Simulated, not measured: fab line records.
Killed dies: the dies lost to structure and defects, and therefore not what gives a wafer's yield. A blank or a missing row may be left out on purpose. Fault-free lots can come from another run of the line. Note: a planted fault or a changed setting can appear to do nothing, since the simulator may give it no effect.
Matching of chambers	flow n5Finfet	N5_BEOL_M11_DESCUM_16 on rieDiel-03 has 4 sister chambers
The step chemistry O2, time 7.9 s. 16 wafers are shown with their chamber, then 8 later ones without.

## EACH WAFER AND ITS CHAMBER
wafer	chamber	drypumpMotorCurrentA (A)	showerheadPlenumPTorr (Torr)	oesProductAu (a.u.)
L077.1	3	5.24	2.07	0.74
L077.2	0	5.40	2.05	0.69
L077.5	3	5.25	2.07	0.73
L079.1	0	5.36	2.05	0.69
L079.2	3	5.25	2.06	0.72
L079.4	1	6.24	1.99	0.69
L080.2	3	5.23	2.06	0.73
L080.3	0	5.38	2.05	0.69
L080.6	3	5.25	2.06	0.73
L085.1	0	5.39	2.04	0.68
L085.4	2	5.51	2.24	0.86
L085.5	0	5.40	2.04	0.68
L087.4	2	5.51	2.24	0.85
L087.5	1	6.25	1.99	0.68
L087.6	0	5.39	2.04	0.68
L093.1	3	5.22	2.05	0.71

SIGNATURES (averages over the wafers above)
reading	chamber 0	chamber 1	chamber 2	chamber 3	scatter within a chamber
drypumpMotorCurrentA	5.3867	6.2450	5.5100	5.2400	0.0129
showerheadPlenumPTorr	2.0450	1.9900	2.2400	2.0617	0.00601
oesProductAu	0.6850	0.6850	0.8550	0.7267	0.00808
Rule: for a wafer and a chamber, the distance is found by dividing, reading by reading, the gap between the wafer's reading and the chamber's mean by the reading's scatter, squaring, summing and taking the root. The wafer belongs to the nearest chamber; if the next one is less than 2 further off, it can't be placed. How the scatter is found: for the shown wafers, subtract from each reading the mean of its chamber, square and add these, divide the total by (wafers less chambers), then take the root.

## WAFERS WHOSE CHAMBER IS MISSING
wafer	drypumpMotorCurrentA (A)	showerheadPlenumPTorr (Torr)	oesProductAu (a.u.)
L093.3	6.25	1.98	0.67
L093.4	5.39	2.04	0.67
L095.2	6.24	1.98	0.67
L095.3	5.58	2.23	0.84
L095.5	5.20	2.05	0.71
L096.1	5.39	2.04	0.98
L096.2	5.23	2.05	0.70
L096.3	5.56	2.23	0.82

## CHAMBER TAKEN BY EACH
wafer	from the rows above	in truth
L093.3	1	1
L093.4	0	0
L095.2	1	1
L095.3	2	2
L095.5	3	3
L096.1	3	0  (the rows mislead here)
L096.2	3	3
L096.3	2	2
7 of 8 placed correctly. Can't be placed from these rows: 0. Number placed wrongly: 1.
